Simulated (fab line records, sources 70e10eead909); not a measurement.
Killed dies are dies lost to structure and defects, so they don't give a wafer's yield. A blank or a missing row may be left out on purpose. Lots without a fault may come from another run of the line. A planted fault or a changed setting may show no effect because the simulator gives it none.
Which tool did it? | flow nand_harc | 13 lots, 39 wafers sampled, at 4 steps of a route of 1302

WHAT THE GAUGES READ, wafer by wafer
NHARC_P_GATE_CD_MEAS_46: target cd 720 nm. Usual: cd_nm 720.5 nm, standard deviation 2.7.
lot  | measured     | on        | cd_nm (nm)        | flag
L885 | day 6 04:12  | cd_sem-03 | 717.4 720.5 719.1 |
L886 | day 6 06:41  | cd_sem-03 | 718.8 720.8 719.7 |
L887 | day 6 17:04  | cd_sem-01 | 726.3 720.4 724.8 |
L888 | day 7 07:58  | cd_sem-02 | 722.0 721.7 723.8 |
L889 | day 7 13:05  | cd_sem-02 | 719.3 719.9 722.2 |
L891 | day 8 08:28  | cd_sem-03 | 720.1 718.9 718.9 |
L892 | day 8 23:04  | cd_sem-01 | 722.9 723.6 723.9 |
L893 | day 9 07:37  | cd_sem-03 | 715.9 720.3 723.0 |
L894 | day 9 21:06  | cd_sem-02 | 720.8 720.4 720.1 |
L895 | day 10 03:11 | cd_sem-03 | 722.7 723.8 722.9 |
L896 | day 10 16:02 | cd_sem-01 | 722.3 722.4 720.0 |
L906 | day 14 15:53 | cd_sem-01 | 716.2 716.9 715.4 |
L907 | day 14 23:15 | cd_sem-01 | 720.8 723.5 723.5 |

NHARC_P_GATE_CD_MEAS_59: target cd 720 nm. Usual: cd_nm 719.4 nm, standard deviation 2.
lot  | measured     | on        | cd_nm (nm)                          | flag
L885 | day 6 05:51  | cd_sem-01 | 720.9 720.0 716.6                   |
L886 | day 6 08:22  | cd_sem-01 | 721.1 721.2 717.4                   |
L887 | day 6 18:49  | cd_sem-02 | 721.9 716.3 719.7                   |
L888 | day 7 09:43  | cd_sem-01 | 721.1 721.4 719.7                   |
L889 | day 7 14:52  | cd_sem-01 | 721.8 721.2 721.4                   |
L891 | day 8 10:13  | cd_sem-01 | 717.2 719.8 719.5                   |
L892 | day 9 00:51  | cd_sem-01 | 721.2 718.2 721.0                   |
L893 | day 9 09:14  | cd_sem-02 | 717.5 720.2 719.6                   |
L894 | day 9 22:51  | cd_sem-03 | 721.6 718.1 720.1                   |
L895 | day 10 04:56 | cd_sem-01 | 716.3 717.8 720.6                   |
L896 | day 10 17:48 | cd_sem-02 | 752.5 754.0 750.8 752.4 753.8 751.1 | OFF
L906 | day 14 17:38 | cd_sem-01 | 719.5 718.4 719.2                   |
L907 | day 15 01:01 | cd_sem-01 | 719.7 716.0 718.0                   |

WHICH TOOL RAN EACH LOT (tool, then ch and the chambers of the sampled wafers, then the start)
lot  | NHARC_P_GATE_STRIP_75                | NHARC_P_GATE_EXPOSE_56
L885 | plasma_asher-02 ch 0,1, day 6 05:03  | krf_scanner-04 ch 0, day 6 05:41
L886 | plasma_asher-02 ch 0,1, day 6 07:32  | krf_scanner-04 ch 0, day 6 08:12
L887 | plasma_asher-01 ch 0,1, day 6 17:54  | krf_scanner-03 ch 0, day 6 18:40
L888 | plasma_asher-01 ch 0,1, day 7 08:47  | krf_scanner-04 ch 0, day 7 09:33
L889 | plasma_asher-02 ch 1, day 7 13:57    | krf_scanner-03 ch 0, day 7 14:43
L891 | plasma_asher-01 ch 1, day 8 09:18    | krf_scanner-01 ch 0, day 8 10:04
L892 | plasma_asher-02 ch 0,1, day 8 23:56  | krf_scanner-04 ch 0, day 9 00:42
L893 | plasma_asher-02 ch 0,1, day 9 08:27  | krf_scanner-04 ch 0, day 9 09:05
L894 | plasma_asher-02 ch 0, day 9 21:56    | krf_scanner-01 ch 0, day 9 22:41
L895 | plasma_asher-01 ch 0,1, day 10 04:01 | krf_scanner-03 ch 0, day 10 04:47
L896 | plasma_asher-02 ch 0,1, day 10 16:52 | krf_scanner-04 ch 0, day 10 17:39
L906 | plasma_asher-01 ch 0,1, day 14 16:43 | krf_scanner-01 ch 0, day 14 17:29
L907 | plasma_asher-02 ch 0, day 15 00:05   | krf_scanner-03 ch 0, day 15 00:51
- NHARC_P_GATE_STRIP_75: strips in O2.
- NHARC_P_GATE_EXPOSE_56: exposes mask P PSD, target cd 720 nm.

WHAT THE TOOLS THEMSELVES READ (means of the sampled wafers that have a number; where no wafer has one, the mark that the record gives instead)
NHARC_P_GATE_STRIP_75. Usual: drypump_motor_current_A 5.16 A, standard deviation 0.26; heater_power_w 346 W, standard deviation 28.
lot  | tool            | drypump_motor_current_A (A) | heater_power_w (W) | flag
L885 | plasma_asher-02 | 4.96                        | 335                |
L886 | plasma_asher-02 | 4.99                        | 345                |
L887 | plasma_asher-01 | 5.39                        | 368                |
L888 | plasma_asher-01 | 5.20                        | 353                |
L889 | plasma_asher-02 | 4.90                        | 357                |
L891 | plasma_asher-01 | 5.56                        | 394                |
L892 | plasma_asher-02 | 4.99                        | 340                |
L893 | plasma_asher-02 | 4.97                        | 340                |
L894 | plasma_asher-02 | 5.20                        | 315                |
L895 | plasma_asher-01 | 5.39                        | 368                |
L896 | plasma_asher-02 | 5.10                        | 334                |
L906 | plasma_asher-01 | 5.21                        | 356                |
L907 | plasma_asher-02 | 5.21                        | 307                |

THE ANSWER, worked out from the rows above alone
Rule: a lot is off if the mean of its wafers that have a number lies more than 3 standard deviations from the usual mean. A lot without any number at a reading at which 4 lots or more have one is off too. The other lots that the step has rows for count as sound. The gauges are gone through in route order, then the tools' own readings, and for those a lot's mean is taken as printed above. The first step at which some lot is off is used, and at that step the reading that is off furthest; a lot without a number counts as furthest.
Off: L896, at NHARC_P_GATE_CD_MEAS_59 (cd_nm).
A tool fits if, at a process step before that reading, it ran every lot that is off, and no sound lot after the first of them. The gauges at NHARC_P_GATE_CD_MEAS_59 are tried like those tools. Can't be told from this: 2 tools fit, krf_scanner-04 at NHARC_P_GATE_EXPOSE_56, cd_sem-02 at NHARC_P_GATE_CD_MEAS_59.

WHAT THE SIMULATOR HAD PUT IN
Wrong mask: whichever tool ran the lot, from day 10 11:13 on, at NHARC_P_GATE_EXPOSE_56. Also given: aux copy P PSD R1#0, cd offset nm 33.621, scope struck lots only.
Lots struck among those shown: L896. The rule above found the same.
